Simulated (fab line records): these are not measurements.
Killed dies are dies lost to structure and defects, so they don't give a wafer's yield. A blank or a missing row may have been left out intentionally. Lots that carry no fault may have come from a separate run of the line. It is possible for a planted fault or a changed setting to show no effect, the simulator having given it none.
Split-lot trial	flow n5_finfet	21 wafers read from 7 lots, route of 1938 steps

== THE SPLIT ==
At N5_BEOL_M8_COAT_22 (resist thk 30 nm), the setting spin_rpm was moved away from the recipe's 1500 rpm on 9 of the 21 wafers read, by -10.5% to +10.9%. The other wafers ran this setting at the recipe's value.

Reading taken at the split's own step.

== THE READING ==
CAR-EUV_of_BEOL_M8_COAT_22.thk_nm (the simulator's own value, which no gauge read), in nm, at N5_BEOL_M8_COAT_22 (resist thk 30 nm). No usual value for it is given in the file. Across the 12 wafers here that went through the recipe, the average is 30.1 nm and the standard deviation 0.094 nm.

wafer	tool, chamber at the split	spin_rpm as run, rpm	against the recipe	CAR-EUV_of_BEOL_M8_COAT_22.thk_nm, nm	against lot-mates on the recipe
L074.2	litho_track-03, 0	1500	recipe	30	-
L074.3	litho_track-03, 0	1500	recipe	30	-
L074.4	litho_track-03, 0	1612	+7.5%	29	-1.0
L080.2	litho_track-03, 0	1500	recipe	30	-
L080.3	litho_track-03, 0	1355	-9.7%	31.6	+1.6
L080.6	litho_track-03, 0	1355	-9.7%	31.6	+1.6
L082.4	litho_track-04, 0	1403	-6.5%	31.2	+1.1
L082.5	litho_track-04, 0	1500	recipe	30	-
L082.6	litho_track-04, 0	1500	recipe	30.2	-
L086.1	litho_track-04, 0	1500	recipe	30	-
L086.4	litho_track-04, 0	1500	recipe	30	-
L086.5	litho_track-04, 0	1500	recipe	30	-
L089.1	litho_track-03, 0	1500	recipe	30.2	-
L089.4	litho_track-03, 0	1343	-10.5%	31.8	+1.6
L089.6	litho_track-03, 0	1343	-10.5%	31.8	+1.6
L091.1	litho_track-03, 0	1663	+10.9%	28.6	-1.4
L091.4	litho_track-03, 0	1663	+10.9%	28.6	-1.4
L091.6	litho_track-03, 0	1500	recipe	30	-
L093.3	litho_track-03, 0	1500	recipe	30.2	-
L093.6	litho_track-03, 0	1500	recipe	30.2	-
L093.4	litho_track-03, 0	1590	+6.0%	29.2	-1.0

THE FIT
A straight line over all 21 wafers: CAR-EUV_of_BEOL_M8_COAT_22.thk_nm changes by -0.152 nm for each +1% of spin_rpm; r = -0.99; the points scatter about the line by 0.1 nm.
The same after taking each lot's own level away (the mean of its wafers on the recipe; 21 wafers): -0.148 nm for each +1%; r = -1.00; scatter 0.094 nm.
The reading moves by 1.6 nm for the largest change in spin_rpm, on that fit.
From 30.00 to 30.20 nm: that is the span of the lots' own levels, equal to 2.1 times the standard deviation above.
The two slopes are in agreement: the lot-to-lot level therefore moves the slope only a little.
Check: for one of the wafers moved furthest among these (+10.9%), held out of the fit, the line's prediction against its lot-mates is -1.61 nm. Against them it came out at -1.4 nm.

== ADDITIONAL SPLITS CARRIED BY THESE WAFERS ==
Note: prior to the reading, these wafers also went through further splits. Each is held against what the fit with the lots' levels taken away leaves over:
other split on the same wafers	wafers away from the commonest value	r with CAR-EUV_of_BEOL_M8_COAT_22.thk_nm (lot level and that fit taken away)
N5_BEOL_M3_COAT_68 spin_rpm	4	+0.22
N5_BEOL_M6_COAT_59 spin_rpm	5	+0.26
N5_BEOL_M6_ETCH_61 bias_w	5	+0.09
N5_BEOL_M6_ETCH_66 bias_w	3	+0.04
N5_BEOL_M7_ETCH_41 source_w	7	-0.35
N5_BEOL_M8_COAT_64 spin_rpm	7	-0.10

== FILE'S OWN FIT ==
CAR-EUV_of_BEOL_M8_COAT_22.thk_nm changes by -0.15 nm for each +1% of spin_rpm, r = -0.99.
